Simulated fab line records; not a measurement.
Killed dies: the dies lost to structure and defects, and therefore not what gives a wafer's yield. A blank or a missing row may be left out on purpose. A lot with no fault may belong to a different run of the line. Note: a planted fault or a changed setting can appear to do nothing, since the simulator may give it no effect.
Chamber matching ; flow n5Finfet ; N5_BEOL_M0_STRIP_104 on rieDiel-01 has 4 sister chambers
The step strips in N2/H2. 18 wafers are shown with their chamber, then 9 later ones without.

EACH WAFER AND ITS CHAMBER
wafer;chamber;drypumpMotorCurrentA (A);showerheadPlenumPTorr (Torr);throttleValvePct (%)
L074.1;1;5.65;2.41;23.4
L074.2;0;5.34;2.63;23.8
L074.6;3;5.27;2.48;23.0
L078.3;2;5.77;2.41;23.5
L078.4;2;5.78;2.41;23.5
L078.6;1;5.64;2.41;23.4
L079.1;1;5.63;2.40;23.4
L079.3;3;5.26;2.48;23.1
L079.4;2;5.78;2.41;23.6
L080.3;0;5.34;2.63;23.8
L080.4;3;5.24;2.48;23.0
L080.5;2;5.79;2.41;23.5
L081.4;2;5.75;2.41;23.6
L081.5;1;5.63;2.40;23.4
L081.6;2;5.77;2.41;23.6
L087.2;2;5.77;2.40;23.6
L087.3;3;5.26;2.47;23.0
L087.4;0;5.34;2.62;23.8

SIGNATURES (averages over the wafers above)
reading;chamber 0;chamber 1;chamber 2;chamber 3;scatter within a chamber
drypumpMotorCurrentA;5.3400;5.6375;5.7729;5.2575;0.011
showerheadPlenumPTorr;2.6267;2.4050;2.4086;2.4775;0.00484
throttleValvePct;23.800;23.400;23.557;23.025;0.042
Rule: for a wafer and a chamber, the distance is found by dividing, reading by reading, the gap between the wafer's reading and the chamber's mean by the reading's scatter, squaring, summing and taking the root. The wafer belongs to the nearest chamber; if the next one is less than 2 further off, it can't be placed. How the scatter is found: for the shown wafers, subtract from each reading the mean of its chamber, square and add these, divide the total by (wafers less chambers), then take the root.

WAFERS MISSING THEIR CHAMBER
wafer;drypumpMotorCurrentA (A);showerheadPlenumPTorr (Torr);throttleValvePct (%)
L094.2;5.36;2.61;23.8
L094.3;5.66;2.39;23.4
L094.4;5.34;2.61;23.8
L095.3;5.33;2.61;23.8
L095.4;5.29;2.46;23.1
L095.5;5.33;2.61;23.8
L096.2;5.37;2.61;23.8
L096.3;5.24;2.46;23.1
L096.5;5.25;2.46;23.1

CHAMBER TAKEN BY EACH
wafer;from the rows above;in truth
L094.2;0;0
L094.3;1;1
L094.4;0;0
L095.3;0;0
L095.4;3;3
L095.5;0;0
L096.2;0;0
L096.3;3;3
L096.5;3;3
Correct placement for 9 of the 9. From these rows, 0 cannot be placed. Number placed wrongly: 0.
